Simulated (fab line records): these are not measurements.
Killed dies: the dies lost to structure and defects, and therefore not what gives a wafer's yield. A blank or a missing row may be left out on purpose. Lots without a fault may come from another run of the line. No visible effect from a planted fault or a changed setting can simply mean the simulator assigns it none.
Which tool was responsible? + flow nand_harc + 18 wafers from 6 lots sampled at 4 of the route's 1302 steps

== WHAT THE GAUGES READ, wafer by wafer ==
NHARC_END_SORT_01.
| lot  | measured     | on        | killed_at_periphery |
|------|--------------|-----------|---------------------|
| L621 | day 24 23:31 | prober-02 | 1 1 5               |
| L623 | day 25 15:56 | prober-02 | 589 580 597         |
| L627 | day 27 18:48 | prober-02 | 1 2 7               |

== WHAT TOOL EACH LOT RAN ON (gives the tool, then ch and the chambers of the sampled wafers, and finally the start) ==
| lot  | NHARC_P_ZERO_WELL_ETCH_62                     | NHARC_P_ZERO_WELL_IMPLANT_40    | NHARC_P_STI_ETCH_42                |
|------|-----------------------------------------------|---------------------------------|------------------------------------|
| L621 | rie_diel-09 ch 0,2,3, day 2 18:36 or earlier  | implanter-02 ch 0, day 2 22:02  | rie_diel-05 ch 1,2,3, day 3 16:22  |
| L623 | rie_diel-10 ch 2,3, day 3 14:20 or earlier    | implanter-01, day 3 16:18       | -                                  |
| L627 | rie_diel-10 ch 1,2,3, day 5 06:44 or earlier  | implanter-01 ch 0, day 5 08:39  | rie_diel-01 ch 0,1,3, day 6 06:45  |
| L634 | rie_diel-09 ch 2,3, day 8 04:35 or earlier    | implanter-01 ch 0, day 8 06:51  | rie_diel-01 ch 0,2,3, day 9 01:35  |
| L638 | rie_diel-02 ch 0,2,3, day 9 20:35 or earlier  | implanter-02 ch 0, day 9 22:26  | rie_diel-12 ch 1,2,3, day 10 17:44 |
| L640 | rie_diel-10 ch 0,2,3, day 10 16:27 or earlier | implanter-02 ch 0, day 10 18:19 | rie_diel-05 ch 1,2,3, day 11 14:15 |
- NHARC_P_ZERO_WELL_ETCH_62: etches the open film in CHF3/Ar, target depth 13 nm, time 6.5 s.
- NHARC_P_ZERO_WELL_IMPLANT_40
- NHARC_P_STI_ETCH_42: etches the open film in N2/H2, target depth 80 nm, overetch 24 nm, time 61 s.

== THE ANSWER, worked out from the rows above alone ==
Rule: the lots themselves supply what counts as usual. The widest of any qualifying gaps counts: lots, ordered by their means at a reading, are off when they make up no more than a third of the lots, leave a main group of 4 or more, and stand apart from it by 3 or more times the standard deviation of that group's means. Not used: any main group whose means are identical at the precision the tables above print for the reading. A lot without any number at a reading at which 4 lots or more have one is off too. All remaining lots with rows at the step are treated as sound.
Nothing can be told from this: no lot is off at any reading shown.

== WHAT THE SIMULATOR HAD PUT IN ==
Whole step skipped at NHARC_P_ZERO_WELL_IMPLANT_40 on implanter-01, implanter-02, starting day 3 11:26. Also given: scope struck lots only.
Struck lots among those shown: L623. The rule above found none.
